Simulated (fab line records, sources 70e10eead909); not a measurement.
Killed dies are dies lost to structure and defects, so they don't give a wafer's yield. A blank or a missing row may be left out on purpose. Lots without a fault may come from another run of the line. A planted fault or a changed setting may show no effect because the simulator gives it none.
Which tool did it? | flow nand_harc | 13 lots, 39 wafers sampled, at 5 steps of a route of 1159

WHAT THE GAUGES READ, wafer by wafer
NHARC_P_GATE_CD_MEAS_46: target cd 720 nm.
lot  | measured     | on        | cd_nm (nm)
L618 | day 5 08:16  | cd_sem-01 | 717.4 717.1 720.0
L622 | day 6 13:59  | cd_sem-03 | - - -
L623 | day 6 14:38  | cd_sem-01 | 716.4 718.0 719.5
L630 | day 8 15:31  | cd_sem-01 | 719.6 716.9 717.9
L631 | day 8 14:50  | cd_sem-02 | 720.3 720.3 720.7
L632 | day 9 03:28  | cd_sem-01 | 718.5 717.5 720.1
L634 | day 9 06:11  | cd_sem-03 | 721.2 721.3 721.5
L633 | day 9 06:28  | cd_sem-01 | 716.2 716.8 717.6
L635 | day 9 23:55  | cd_sem-02 | 719.7 722.8 718.9
L636 | day 9 23:45  | cd_sem-03 | 719.1 720.2 719.8
L637 | day 10 04:44 | cd_sem-01 | 719.6 721.1 719.3
L639 | day 10 11:37 | cd_sem-02 | 716.3 719.1 716.4
L640 | day 10 23:35 | cd_sem-03 | 722.9 720.4 718.2

WHICH TOOL RAN EACH LOT (tool, then ch and the chambers of the sampled wafers, then the start)
lot  | NHARC_P_STI_CMP_21           | NHARC_P_GATE_DEP_103            | NHARC_P_GATE_STRIP_101             | NHARC_P_GATE_EXPOSE_43
L618 | cmp-04 ch 0,1,2, day 3 12:56 | pecvd-01 ch 0,1,2, day 4 19:27  | rie_diel-08 ch 1,2,3, day 5 07:21  | krf_scanner-01 ch 0, day 5 08:07
L622 | cmp-03 ch 1,2, day 4 16:52   | pecvd-04 ch 0,1,2, day 6 01:22  | rie_diel-11 ch 0,1, day 6 13:03    | krf_scanner-01 ch 0, day 6 13:50
L623 | cmp-02 ch 0,2, day 4 16:53   | pecvd-01 ch 0,1,2, day 6 02:01  | rie_diel-10 ch 0,1,2, day 6 13:42  | krf_scanner-04 ch 0, day 6 14:29
L630 | cmp-03 ch 0,1, day 6 17:33   | pecvd-03 ch 0,1,2, day 8 02:51  | rie_diel-11 ch 0,1,2, day 8 14:35  | krf_scanner-02 ch 0, day 8 15:22
L631 | cmp-04 ch 0,2,3, day 6 17:35 | pecvd-04 ch 0,1,2, day 8 01:59  | rie_diel-08 ch 1,3, day 8 13:55    | krf_scanner-01 ch 0, day 8 14:40
L632 | cmp-03 ch 0,1,3, day 7 04:14 | pecvd-01 ch 0,1,2, day 8 14:45  | rie_diel-11 ch 1,2, day 9 02:32    | krf_scanner-01 ch 0, day 9 03:18
L634 | cmp-03 ch 0,1,3, day 7 09:59 | pecvd-01 ch 0,2, day 8 16:46    | rie_diel-08 ch 0,1,2, day 9 05:15  | krf_scanner-02 ch 0, day 9 06:02
L633 | cmp-02 ch 0,1,3, day 7 10:00 | pecvd-04 ch 1,2, day 8 15:52    | rie_diel-11 ch 0,1,3, day 9 05:32  | krf_scanner-01 ch 0, day 9 06:18
L635 | cmp-02 ch 0,2,3, day 8 03:53 | pecvd-01 ch 0,1, day 9 11:22    | rie_diel-08 ch 0,1, day 9 22:58    | krf_scanner-01 ch 0, day 9 23:46
L636 | cmp-03 ch 0,3, day 8 03:53   | pecvd-01 ch 0,2, day 9 10:53    | rie_diel-10 ch 0,2,3, day 9 22:50  | krf_scanner-02 ch 0, day 9 23:36
L637 | cmp-03 ch 0,1,2, day 8 09:33 | pecvd-01 ch 0,1,2, day 9 15:52  | rie_diel-08 ch 0,2,3, day 10 03:48 | krf_scanner-02 ch 0, day 10 04:35
L639 | cmp-03 ch 0,2,3, day 8 16:32 | pecvd-01 ch 0,1, day 9 22:53    | rie_diel-08 ch 2,3, day 10 10:41   | krf_scanner-04 ch 0, day 10 11:28
L640 | cmp-02 ch 0,1,2, day 9 03:23 | pecvd-04 ch 0,1,2, day 10 10:30 | rie_diel-11 ch 1,2, day 10 22:38   | krf_scanner-01 ch 0, day 10 23:26
- NHARC_P_STI_CMP_21: polishes, t overpolish 20 s, target thk 380.67 nm.
- NHARC_P_GATE_DEP_103: deposits SiON, target thk 30 nm.
- NHARC_P_GATE_STRIP_101: strips in O2, time 20 s.
- NHARC_P_GATE_EXPOSE_43: exposes mask P NSD, target cd 720 nm.

WHAT THE TOOLS THEMSELVES READ (means of the sampled wafers that have a number; where no wafer has one, the mark that the record gives instead)
NHARC_P_STI_CMP_21.
lot  | tool   | edge_zone_pressure_frac | motor_current_A (A) | overpolish_run_s (s) | slurry_flow_ml_min
L618 | cmp-04 | 0.998                   | 11.7                | 20.001               | 150.0
L622 | cmp-03 | 0.993                   | 11.4                | 20.000               | 149.6
L623 | cmp-02 | 0.999                   | 11.2                | 20.000               | 149.7
L630 | cmp-03 | 1.002                   | 11.4                | 20.006               | 150.1
L631 | cmp-04 | 0.993                   | 11.0                | 20.005               | 149.7
L632 | cmp-03 | 0.995                   | 11.3                | 19.991               | 150.3
L634 | cmp-03 | 1.001                   | 11.5                | 19.996               | 149.6
L633 | cmp-02 | 0.997                   | 10.3                | 20.010               | 150.3
L635 | cmp-02 | 1.005                   | 11.1                | 20.004               | 150.1
L636 | cmp-03 | 1.003                   | 10.9                | 20.009               | 150.3
L637 | cmp-03 | 1.000                   | 11.1                | 20.000               | 150.0
L639 | cmp-03 | 1.003                   | 10.9                | 20.000               | 149.9
L640 | cmp-02 | 1.002                   | 11.5                | 19.998               | 150.4

NHARC_P_GATE_DEP_103.
lot  | tool     | heater_power_w (W) | susceptor_temp_C (C)
L618 | pecvd-01 | 756                | 400.10
L622 | pecvd-04 | 848                | 399.98
L623 | pecvd-01 | 759                | 399.87
L630 | pecvd-03 | 815                | 400.07
L631 | pecvd-04 | 884                | 399.97
L632 | pecvd-01 | 682                | 400.10
L634 | pecvd-01 | 678                | 399.89
L633 | pecvd-04 | 843                | 400.16
L635 | pecvd-01 | 709                | 399.83
L636 | pecvd-01 | 799                | 400.01
L637 | pecvd-01 | 700                | 400.05
L639 | pecvd-01 | 784                | 399.67
L640 | pecvd-04 | 874                | 399.92

NHARC_P_GATE_STRIP_101.
lot  | tool        | drypump_motor_current_A (A) | o2_flow_sccm (sccm) | oes_product_au (a.u.) | rf_vpp_V (V) | showerhead_plenum_p_Torr (Torr) | throttle_valve_pct (%)
L618 | rie_diel-08 | 6.0                         | 498.8               | 1.004                 | 57.3         | 3.53                            | 17.032
L622 | rie_diel-11 | 6.1                         | 501.1               | 1.005                 | 57.4         | 3.45                            | 17.041
L623 | rie_diel-10 | 5.4                         | 500.2               | 1.004                 | 57.6         | 3.52                            | 17.040
L630 | rie_diel-11 | 6.1                         | 500.6               | 1.002                 | 57.5         | 3.47                            | 17.042
L631 | rie_diel-08 | 6.2                         | 499.8               | 1.013                 | 58.9         | 3.66                            | 17.043
L632 | rie_diel-11 | 6.1                         | 499.5               | 1.008                 | 58.1         | 3.55                            | 17.033
L634 | rie_diel-08 | 6.0                         | 499.0               | 1.001                 | 57.5         | 3.51                            | 17.029
L633 | rie_diel-11 | 6.3                         | 500.1               | 0.999                 | 57.3         | 3.48                            | 17.043
L635 | rie_diel-08 | 6.3                         | 500.7               | 0.994                 | 58.0         | 3.65                            | 17.041
L636 | rie_diel-10 | 5.5                         | 497.9               | 1.001                 | 58.1         | 3.59                            | 17.039
L637 | rie_diel-08 | 5.7                         | 500.2               | 1.001                 | 56.9         | 3.45                            | 17.039
L639 | rie_diel-08 | 5.7                         | 500.5               | 1.003                 | 57.1         | 3.38                            | 17.034
L640 | rie_diel-11 | 6.1                         | 500.3               | 1.004                 | 58.0         | 3.54                            | 17.042

THE ANSWER, worked out from the rows above alone
Rule: what is usual is taken from the lots themselves. Put in order of their means at a reading, lots are off if they are a third of the lots or fewer, leave a main group of 4 or more, and stand apart from it by a gap of 3 or more times the standard deviation of the main group's means; of several such gaps the widest counts. A main group whose means are all the same, to the digits that the tables above print for the reading, isn't used. A lot without any number at a reading at which 4 lots or more have one is off too. The other lots that the step has rows for count as sound. The gauges are gone through in route order, then the tools' own readings, and for those a lot's mean is taken as printed above. The first step at which some lot is off is used, and at that step the reading that is off furthest; a lot without a number counts as furthest.
Off: L622, at NHARC_P_GATE_CD_MEAS_46 (cd_nm). Without a number there: L622. The main group: mean 719.1 nm, standard deviation 1.4.
A tool fits if, at a process step before that reading, it ran every lot that is off, and no sound lot after the first of them. The gauges at NHARC_P_GATE_CD_MEAS_46 are tried like those tools. None of those tried fits.

WHAT THE SIMULATOR HAD PUT IN
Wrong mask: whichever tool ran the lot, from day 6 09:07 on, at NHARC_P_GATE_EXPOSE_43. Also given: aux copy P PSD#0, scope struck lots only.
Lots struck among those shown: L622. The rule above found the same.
